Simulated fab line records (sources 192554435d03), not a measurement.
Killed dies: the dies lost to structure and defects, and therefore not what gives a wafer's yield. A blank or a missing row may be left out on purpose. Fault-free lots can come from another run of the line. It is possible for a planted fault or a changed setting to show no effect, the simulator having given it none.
fab line records	flow n5_finfet
[record] lots = 11	wafers = 31	last_day = 17
route steps=1938 shown BEOL_M2@910 BEOL_M3@933 BEOL_M4@1111
lots with no fault: from the same line, run without faults
start_h: hours from the record's first day to the start of the lot's first wafer shown	wait_h: hours elapsed since this lot's preceding step	" same as the row above	L1.1+2: several wafers, shown together as one row	- no value present, or no start provided	* or withheld: withheld	< > ~ a bound
route shown NAME@n: names a module that has steps shown in the file, with the first one's number in the route	usual: mean and standard deviation over wafers with no fault	same: alike in all rows	chamber/n: place in a boat	sites: the reading at each site	_std_site: standard deviation across them	_edge_site: inner sites' mean taken away from outer sites' mean	radius_mm: for every site, how far away it sits from the centre of the wafer	mask NAME#n: copy n	behind: the last tool/chamber to shape the wafer	hold: the reason the lot was held/the length of the hold in hours/how it ended	device: whichever transistor did not switch (one of n, p or np)	end of line: the same wafers' tests at the end of the route	a step given without rows: its recipe and nothing more	killed: dies lost to structure and defects at the first sort, not the wafer's yield	map: the dies of a wafer, with x for killed, . for not killed, _ for no die there
set.NAME: the setting as run; set.NAME@STEP: as run at that earlier step	model.NAME: the simulator's own value behind a step, which no gauge read
route steps across a sampled set of lots; one table per step, one row per wafer
services: from which hour (start_h, from the record's first day; less than 0 if before it) a tool's chamber was out of use, for how many hours, and why
[[steps]]
[step N5_BEOL_M2_SPUTTER_86]
[recipe] material = Cu	target_thk_a = 45	temp_c = -20	chamber_pressure_pa = 0.07	power_w = withheld	time_s = 8.29
[usual] throttle_valve_pct = 29.5/1.2
lot.wafer	tool	chamber	start_h	wait_h	throttle_valve_pct
L973.1	pvd_sputter-02	-	153.02	0.1	29.4
L973.3	"	-	"	"	28.9
L973.4	"	-	"	"	30.1
L974.2	pvd_sputter-01	-	154.40	0.1	27.5
L974.4	"	-	"	"	29.5
L974.5	"	-	"	"	27.4
L975.1	pvd_sputter-01	-	169.79	0.1	29.2
L975.2	"	-	"	"	30.4
L975.4	"	-	"	"	27.4
L976.2	pvd_sputter-03	-	172.72	0.1	29.4
L976.3	"	-	"	"	31.0
L976.5	"	-	"	"	29.1
L978.2	pvd_sputter-01	-	178.51	0.1	30.4
L978.3	"	-	"	"	28.1
L978.5	"	-	"	"	30.4
L979.1	pvd_sputter-03	-	193.86	0.1	29.3
L979.4	"	-	"	"	31.6
L979.6	"	-	"	"	29.0
L980.1	pvd_sputter-01	-	196.61	0.1	27.5
L980.5	"	-	"	"	28.2
L982.5	pvd_sputter-02	-	206.49	0.0	29.0
L982.6	"	-	"	"	30.0
L988.1	pvd_sputter-01	-	248.49	0.1	30.3
L988.4	"	-	"	"	27.4
L988.5	"	-	"	"	28.3
L989.1	pvd_sputter-02	-	249.51	0.1	28.6
L989.3	"	-	"	"	30.0
L989.6	"	-	"	"	29.2
L994.1	pvd_sputter-01	-	281.96	0.1	29.6
L994.3	"	-	"	"	28.1
L994.5	"	-	"	"	28.2
[step N5_BEOL_M2_ANNEAL_93]
[recipe] temp_c = 400	time_s = 240	ambient = vacuum
[usual] heater_power_w = 820/73
lot.wafer	tool	chamber	start_h	wait_h	heater_power_w
L973.1	pvd_sputter-02	-	153.76	0.0	812
L973.3	"	-	"	"	868
L973.4	"	-	"	"	812
L974.2	pvd_sputter-01	-	155.14	0.0	886
L974.4	"	-	"	"	681
L974.5	"	-	"	"	906
L975.1	pvd_sputter-01	-	170.53	0.0	695
L975.2	"	-	"	"	905
L975.4	"	-	"	"	876
L976.2	pvd_sputter-03	-	173.46	0.0	797
L976.3	"	-	"	"	757
L976.5	"	-	"	"	812
L978.2	pvd_sputter-01	-	179.25	0.0	898
L978.3	"	-	"	"	838
L978.5	"	-	"	"	909
L979.1	pvd_sputter-03	-	194.60	0.0	656
L979.4	"	-	"	"	871
L979.6	"	-	"	"	816
L980.1	pvd_sputter-01	-	197.35	0.0	876
L980.5	"	-	"	"	838
L982.5	pvd_sputter-02	-	207.26	0.1	889
L982.6	"	-	"	"	808
L988.1	pvd_sputter-01	-	249.23	0.0	884
L988.4	"	-	"	"	877
L988.5	"	-	"	"	862
L989.1	pvd_sputter-02	-	250.25	0.0	889
L989.3	"	-	"	"	851
L989.6	"	-	"	"	815
L994.1	pvd_sputter-01	-	282.70	0.0	698
L994.3	"	-	"	"	864
L994.5	"	-	"	"	856
[step N5_BEOL_M2_INSPECT_59]
[recipe] inspect_instrument = darkfield	mode = post_dep
[usual] raw_defect_count = 80/26
lot.wafer	tool	chamber	start_h	wait_h	raw_defect_count
L973.1	defect_inspect-02	-	155.19	0.0	106
L973.3	"	-	"	"	92
L973.4	"	-	"	"	171
L974.2	defect_inspect-02	-	156.57	0.0	61
L974.4	"	-	"	"	67
L974.5	"	-	"	"	77
L975.1	defect_inspect-01	-	172.03	0.0	101
L975.2	"	-	"	"	71
L975.4	"	-	"	"	71
L976.2	defect_inspect-01	-	175.16	0.0	78
L976.3	"	-	"	"	60
L976.5	"	-	"	"	79
L978.2	defect_inspect-02	-	180.76	0.0	46
L978.3	"	-	"	"	49
L978.5	"	-	"	"	69
L979.1	defect_inspect-01	-	196.18	0.0	110
L979.4	"	-	"	"	75
L979.6	"	-	"	"	62
L980.1	defect_inspect-01	-	198.80	0.0	35
L980.5	"	-	"	"	43
L982.5	defect_inspect-02	-	208.63	0.0	65
L982.6	"	-	"	"	68
L988.1	defect_inspect-01	-	250.84	0.0	127
L988.4	"	-	"	"	128
L988.5	"	-	"	"	69
L989.1	defect_inspect-01	-	251.68	0.0	63
L989.3	"	-	"	"	83
L989.6	"	-	"	"	77
L994.1	defect_inspect-01	-	284.13	0.0	78
L994.3	"	-	"	"	59
L994.5	"	-	"	"	108
[step N5_BEOL_M3_PECVD_72]
[recipe] material = SiO2	target_thk_a = 160	temp_c = 400	precursor = TEOS/O2	pressure_torr = 5.5	rf_w = 450	teos_flow_sccm = 53.8	gas = O2	flow_sccm = 3000	time_s = 18
[usual] heater_power_outer_w = 438/70	heater_power_w = 734/100	rf_fwd_power_W = 444.0/2	showerhead_plenum_p_Torr = 8.78/0.063	susceptor_temp_C = 399.97/0.22	throttle_valve_pct = 22.7/0.93
lot.wafer	tool	chamber	start_h	wait_h	heater_power_outer_w	heater_power_w	rf_fwd_power_W	showerhead_plenum_p_Torr	susceptor_temp_C	throttle_valve_pct
L973.1	pecvd-02	2	155.34	0.0	523	859	441.8	8.68	400.20	21.8
L973.3	"	0	"	"	470	876	444.6	8.77	399.96	22.0
L973.4	"	0	"	"	492	872	445.5	8.75	400.07	22.0
L974.2	pecvd-04	0	156.71	0.0	475	704	443.2	8.79	399.93	22.2
L974.4	"	0	"	"	471	738	442.4	8.79	399.71	21.9
L974.5	"	1	"	"	598	938	441.6	8.74	400.32	22.9
L975.1	pecvd-04	2	172.17	0.0	376	630	445.5	8.76	399.90	22.6
L975.2	"	1	"	"	553	874	440.2	8.75	399.90	22.6
L975.4	"	2	"	"	371	633	444.8	8.79	399.72	22.6
L976.2	pecvd-01	0	175.30	0.0	356	568	444.6	8.95	399.78	25.3
L976.3	"	1	"	"	374	671	443.1	8.80	399.97	22.8
L976.5	"	2	"	"	412	650	444.7	8.82	400.13	22.9
L978.2	pecvd-04	2	180.90	0.0	410	675	444.9	8.76	399.99	22.5
L978.3	"	0	"	"	456	709	443.4	8.79	400.34	22.0
L978.5	"	1	"	"	603	950	440.7	8.72	400.02	22.9
L979.1	pecvd-04	2	196.32	0.0	330	602	445.7	8.77	399.96	22.7
L979.4	"	0	"	"	431	681	442.0	8.80	400.30	22.1
L979.6	"	2	"	"	336	600	442.7	8.77	399.82	22.5
L980.1	pecvd-02	0	198.95	0.0	382	725	440.9	8.77	399.80	21.7
L980.5	"	1	"	"	369	669	443.5	8.78	400.22	22.6
L982.5	pecvd-02	0	208.78	0.1	493	890	446.1	8.76	399.89	22.5
L982.6	"	2	"	"	518	847	441.2	8.67	400.21	22.0
L988.1	pecvd-04	0	250.99	0.0	388	622	445.3	8.79	400.28	22.2
L988.4	"	1	"	"	512	837	443.1	8.71	386.99	23.1
L988.5	"	2	"	"	383	681	443.7	8.79	400.15	22.7
L989.1	pecvd-04	0	251.82	0.0	395	627	444.1	8.82	399.92	22.0
L989.3	"	1	"	"	466	768	441.6	8.72	386.79	22.9
L989.6	"	2	"	"	374	622	445.5	8.77	399.78	22.8
L994.1	pecvd-02	0	284.27	0.0	456	855	446.2	8.76	399.98	22.1
L994.3	"	2	"	"	420	701	443.3	8.69	399.46	21.9
L994.5	"	0	"	"	472	864	446.6	8.76	400.31	21.9
[step N5_BEOL_M4_RC_MEAS_101]
[usual] DIBL_N = 36.1/1.5	DIBL_P = 36.1/1.9	IOFF_N = 0.159/0.029	IOFF_P = 0.21/0.038	ION_N = 675/11	ION_P = 464/8.1	SS_N = 71.5/0.57	SS_P = 73.3/0.64	VT_N = 249/3.1	VT_P = -250/3.8
lot.wafer	tool	chamber	start_h	wait_h	DIBL_N[mV/V]	DIBL_P[mV/V]	IOFF_N[nA/um]	IOFF_P[nA/um]	ION_N[uA/um]	ION_P[uA/um]	SS_N[mV/dec]	SS_P[mV/dec]	VT_N[mV]	VT_P[mV]
L973.1	prober-02	0	176.70	0.0	33.6	32.4	0.118	0.18	668	461	71.4	72.6	257	-248
L973.3	"	0	"	"	35.6	35.8	0.147	0.22	680	471	72.0	73.4	251	-249
L973.4	"	0	"	"	36.6	36.9	0.173	0.24	691	471	72.1	73.4	248	-249
L974.2	prober-01	0	177.54	0.2	37.8	37.3	0.161	0.24	666	464	71.8	73.8	249	-246
L974.4	"	0	"	"	35.9	34.2	0.137	0.19	672	462	72.3	72.5	250	-249
L974.5	"	0	"	"	36.7	36.4	0.148	0.22	654	454	71.5	73.3	253	-247
L975.1	prober-02	0	192.89	0.1	34.6	34.7	0.141	0.19	683	467	70.9	72.6	250	-252
L975.2	"	0	"	"	36.3	36.2	0.157	0.21	676	466	72.1	73.3	249	-250
L975.4	"	0	"	"	35.7	35.8	0.162	0.21	677	469	71.3	72.5	249	-249
L976.2	prober-01	0	194.65	0.2	34.6	34.2	0.129	0.18	665	463	71.2	72.7	252	-254
L976.3	"	0	"	"	37.2	38.0	0.189	0.25	684	471	72.2	74.2	248	-248
L976.5	"	0	"	"	35.8	36.5	0.154	0.22	676	469	71.4	73.1	248	-250
L978.2	prober-01	0	201.29	0.2	41.1	40.4	0.279	0.29	694	470	72.1	74.6	245	-248
L978.3	"	0	"	"	36.9	36.6	0.175	0.21	679	460	71.8	73.2	249	-252
L978.5	"	0	"	"	38.0	37.7	0.186	0.23	684	465	72.0	74.4	247	-251
L979.1	prober-02	0	219.08	0.0	37.8	38.2	0.171	0.24	679	470	72.0	74.1	250	-249
L979.4	"	0	"	"	37.4	37.0	0.156	0.21	670	456	71.8	73.5	254	-249
L979.6	"	0	"	"	36.2	36.6	0.140	0.21	657	465	71.6	73.0	249	-250
L980.1	prober-02	0	220.88	0.0	37.8	37.7	0.172	0.25	677	474	71.8	73.7	247	-246
L980.5	"	0	"	"	36.9	36.1	0.151	0.23	676	466	71.4	73.1	249	-247
L982.5	prober-01	0	227.34	0.6	36.3	36.1	0.173	0.26	686	468	70.9	73.7	246	-244
L982.6	"	0	"	"	37.4	37.4	0.209	0.29	695	477	72.2	74.1	245	-241
L988.1	prober-01	0	269.52	0.0	35.6	37.1	0.150	0.19	663	457	71.3	73.5	253	-254
L988.4	"	0	"	"	36.9	37.5	0.166	0.19	676	460	72.4	73.6	248	-254
L988.5	"	0	"	"	36.6	37.7	0.169	0.20	675	457	72.3	73.7	251	-254
L989.1	prober-01	0	274.06	0.0	35.3	36.4	0.159	0.21	688	463	72.2	73.5	248	-249
L989.3	"	0	"	"	35.8	37.9	0.181	0.23	684	467	71.9	72.8	247	-248
L989.6	"	0	"	"	37.3	39.1	0.206	0.26	689	468	72.0	74.1	244	-247
L994.1	prober-01	0	321.45	0.0	36.2	36.8	0.181	0.23	684	469	71.1	73.3	247	-247
L994.3	"	0	"	"	36.6	36.4	0.180	0.23	680	468	70.9	72.5	246	-248
L994.5	"	0	"	"	34.8	36.0	0.168	0.23	686	473	71.5	73.6	244	-247
[[services]]
tool	chamber	start_h	hours	kind
pecvd-04	-	131.26	6.0	pm
pecvd-02	2	135.92	18.3	repair
pecvd-02	1	178.61	2.1	scheduled_down
pecvd-01	2	217.11	6.5	repair
pecvd-01	-	252.22	2.3	repair
pecvd-04	0	271.90	10.6	repair
pecvd-02	-	278.99	1.1	repair
[[key]]
[first_sign] step = N5_BEOL_M3_PECVD_72	reading = susceptor_temp_C	direction = down	sigmas = 59	usual = *	struck = *
effect none on later readings
met_at N5_BEOL_M3_PECVD_72
struck_lots L988,L989
struck_wafers L988.4,L989.3
[baseline_loss] step = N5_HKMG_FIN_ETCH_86	wafers = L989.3
not_acting_at N5_BEOL_M2_SPUTTER_86,N5_BEOL_M2_ANNEAL_93,N5_BEOL_M2_INSPECT_59
onset_between 180.90 250.99
[fault] kind = process_parameter_drift	tool = pecvd-04	chamber = 1	onset_h = 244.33	steps = N5_BEOL_M3_PECVD_72	channel = temp_c	offset = *	shape = step	end_h = 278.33	acts_in = *	stated = *
// baseline_loss: these wafers lose ten dies or more at that step, a loss of the line's own and not of a fault; the sort's usual values leave them out
